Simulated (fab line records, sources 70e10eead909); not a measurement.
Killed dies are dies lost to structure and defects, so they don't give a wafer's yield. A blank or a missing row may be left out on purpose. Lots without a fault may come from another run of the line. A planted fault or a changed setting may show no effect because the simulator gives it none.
Chamber matching | flow nand_harc | NHARC_A_STAIRCASE_DESCUM_219 on rie_diel-03: 4 sister chambers
The step chemistry O2, time 3 s. 16 wafers are shown with their chamber, then 8 later ones without.

WAFERS WITH THEIR CHAMBER
wafer  | chamber | drypump_motor_current_A (A) | showerhead_plenum_p_Torr (Torr) | throttle_valve_pct (%)
L077.1 | 1       | 6.0                         | 1.84                            | 11.323
L077.3 | 3       | 5.3                         | 1.88                            | 11.326
L077.6 | 3       | 5.3                         | 1.87                            | 11.310
L077.2 | 2       | 5.5                         | 1.81                            | 11.321
L077.4 | 0       | 6.5                         | 1.79                            | 11.302
L077.5 | 0       | 6.5                         | 1.79                            | 11.314
L080.1 | 3       | 5.3                         | 1.87                            | 11.312
L080.3 | 0       | 6.5                         | 1.79                            | 11.306
L080.6 | 1       | 6.0                         | 1.84                            | 11.314
L085.1 | 1       | 6.0                         | 1.83                            | 11.328
L085.3 | 3       | 5.3                         | 1.87                            | 11.296
L085.6 | 3       | 5.3                         | 1.87                            | 11.312
L085.2 | 2       | 5.6                         | 1.81                            | 11.322
L085.4 | 0       | 6.5                         | 1.79                            | 11.316
L085.5 | 0       | 6.5                         | 1.79                            | 11.314
L091.1 | 2       | 5.5                         | 1.80                            | 11.302

SIGNATURES (means of the wafers above)
reading                  | chamber 0 | chamber 1 | chamber 2 | chamber 3 | scatter within a chamber
drypump_motor_current_A  | 6.500     | 6.000     | 5.533     | 5.300     | 0.0236
showerhead_plenum_p_Torr | 1.7900    | 1.8367    | 1.8067    | 1.8720    | 0.00422
throttle_valve_pct       | 11.31040  | 11.32167  | 11.31500  | 11.31120  | 0.00892
Rule: a wafer's distance from a chamber is the root of the sum, over the readings, of the square of ((its reading less the chamber's mean) divided by the reading's scatter). The wafer belongs to the nearest chamber; if the next one is less than 2 further off, it can't be placed. The scatter: the root of (the sum of the squares of (reading less its chamber's mean) over the shown wafers, divided by (wafers less chambers)).

WAFERS WITHOUT THEIR CHAMBER
wafer  | drypump_motor_current_A (A) | showerhead_plenum_p_Torr (Torr) | throttle_valve_pct (%)
L091.2 | 5.3                         | 1.87                            | 11.312
L091.5 | 6.0                         | 1.83                            | 11.304
L094.1 | 5.5                         | 1.80                            | 11.311
L094.3 | 5.2                         | 1.86                            | 11.318
L094.6 | 6.5                         | 1.78                            | 11.310
L096.2 | 6.5                         | 1.78                            | 11.313
L096.4 | 5.5                         | 1.80                            | 11.309
L096.5 | 5.5                         | 1.80                            | 11.298

WHICH CHAMBER EACH WENT THROUGH
wafer  | from the rows above | in truth
L091.2 | 3                   | 3
L091.5 | 1                   | 1
L094.1 | 2                   | 2
L094.3 | 3                   | 3
L094.6 | 0                   | 0
L096.2 | 0                   | 0
L096.4 | 2                   | 2
L096.5 | 2                   | 2
Placed correctly: 8 of 8. Can't be placed from these rows: 0. Placed wrongly: 0.
